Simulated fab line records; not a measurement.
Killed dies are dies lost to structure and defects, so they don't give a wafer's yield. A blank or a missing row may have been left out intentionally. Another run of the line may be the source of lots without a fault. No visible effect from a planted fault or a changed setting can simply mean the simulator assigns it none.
Chamber matching    flow n5 finfet    4 sister chambers for N5_BEOL_M14_CMP_49 on cmp-03
The step polishes, stops on SiO2, t overpolish 5.2 s, target thk 560 nm. 4 wafers are shown with their chamber, then 7 later ones without.

== EACH WAFER AND ITS CHAMBER ==
wafer   chamber  motor current A (A)
L083.1  2        7.9
L086.4  0        7.3
L091.4  1        8.2
L091.5  3        9.3

== WAFERS MISSING THEIR CHAMBER ==
wafer   motor current A (A)
L091.6  7.1
L089.2  8.1
L089.3  9.4
L089.6  7.7
L097.1  9.2
L097.4  7.6
L097.5  7.8

== CHAMBER TAKEN BY EACH ==
wafer   from the rows above           in truth
L091.6  0                             0
L089.2  can't be placed: 1 or 2       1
L089.3  3                             3
L089.6  can't be placed: 2 or 0 or 1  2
L097.1  3                             3
L097.4  can't be placed: 0 or 2 or 1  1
L097.5  can't be placed: 2 or 1       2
Correctly placed: 3 of 7. Unplaceable from these rows: 4, with the true chamber sitting among the candidates in 4. Placed wrongly: 0.
How it was worked out, from the rows above alone: a wafer's distance from a chamber is the root of the sum, over the readings, of the square of ((its reading less the chamber's mean) divided by the reading's scatter). If the next closest chamber is less than 2 further off than the closest, the wafer can't be placed; otherwise it belongs to the closest. The mean given for a chamber averages the wafers shown for that chamber. The scatter: with one shown wafer a chamber, the root of the mean of the squares of how far each hidden wafer lies from its nearest shown one.
